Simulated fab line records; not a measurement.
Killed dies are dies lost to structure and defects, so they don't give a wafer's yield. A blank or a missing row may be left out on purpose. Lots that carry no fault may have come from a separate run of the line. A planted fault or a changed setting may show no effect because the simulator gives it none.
Matching of chambers + flow n5 finfet + rie diel-04 running N5_FIN_CUT_ETCH_21: 4 sister chambers
The step etches SOC in N2/H2, target depth 219 nm, overetch 43.8 nm, time 523.5 s. 14 wafers are shown with their chamber, then 7 later ones without.

EACH WAFER AND ITS CHAMBER
| wafer  | chamber | throttle valve pct (%) | oes product au (a.u.) | showerhead plenum p Torr (Torr) |
|--------|---------|------------------------|-----------------------|---------------------------------|
| L076.1 | 1       | 17.57                  | 0.73                  | 2.66                            |
| L076.2 | 0       | 17.39                  | 0.84                  | 2.61                            |
| L076.5 | 1       | 17.58                  | 0.73                  | 2.66                            |
| L078.1 | 0       | 17.41                  | 0.84                  | 2.61                            |
| L078.4 | 2       | 18.14                  | 0.65                  | 2.64                            |
| L078.6 | 1       | 17.59                  | 0.72                  | 2.66                            |
| L082.1 | 1       | 17.60                  | 0.72                  | 2.66                            |
| L082.5 | 1       | 17.60                  | 0.72                  | 2.66                            |
| L082.6 | 0       | 17.41                  | 0.83                  | 2.61                            |
| L084.1 | 0       | 17.41                  | 0.83                  | 2.60                            |
| L084.3 | 2       | 18.17                  | 0.65                  | 2.64                            |
| L084.6 | 1       | 17.61                  | 0.72                  | 2.65                            |
| L088.1 | 1       | 17.60                  | 0.71                  | 2.65                            |
| L088.3 | 3       | 18.12                  | 0.70                  | 2.65                            |

SIGNATURES (means of the wafers above)
| reading                  | chamber 0 | chamber 1 | chamber 2 | chamber 3 | scatter within a chamber |
|--------------------------|-----------|-----------|-----------|-----------|--------------------------|
| throttle valve pct       | 17.4050   | 17.5929   | 18.1550   | 18.1200   | 0.0138                   |
| oes product au           | 0.8350    | 0.7214    | 0.6500    | 0.7000    | 0.00621                  |
| showerhead plenum p Torr | 2.6075    | 2.6571    | 2.6400    | 2.6500    | 0.00467                  |
Rule: for a wafer and a chamber, the distance is found by dividing, reading by reading, the gap between the wafer's reading and the chamber's mean by the reading's scatter, squaring, summing and taking the root. The wafer belongs to the nearest chamber; if the next one is less than 2 further off, it can't be placed. How the scatter is found: for the shown wafers, subtract from each reading the mean of its chamber, square and add these, divide the total by (wafers less chambers), then take the root.

WAFERS WHOSE CHAMBER IS MISSING
| wafer  | throttle valve pct (%) | oes product au (a.u.) | showerhead plenum p Torr (Torr) |
|--------|------------------------|-----------------------|---------------------------------|
| L088.6 | 17.61                  | 0.72                  | 2.65                            |
| L091.1 | 17.43                  | 0.82                  | 2.60                            |
| L091.5 | 17.43                  | 0.82                  | 2.60                            |
| L091.6 | 18.10                  | 0.69                  | 2.64                            |
| L094.2 | 18.18                  | 0.63                  | 2.63                            |
| L094.4 | 17.63                  | 0.70                  | 2.65                            |
| L094.6 | 17.43                  | 0.80                  | 2.60                            |

THE CHAMBER EACH PASSED THROUGH
| wafer  | from the rows above | in truth |
|--------|---------------------|----------|
| L088.6 | 1                   | 1        |
| L091.1 | 0                   | 0        |
| L091.5 | 0                   | 0        |
| L091.6 | 3                   | 3        |
| L094.2 | 2                   | 2        |
| L094.4 | 1                   | 1        |
| L094.6 | 0                   | 0        |
Correct placement for 7 of the 7. From these rows, 0 cannot be placed. Wrongly placed: 0.
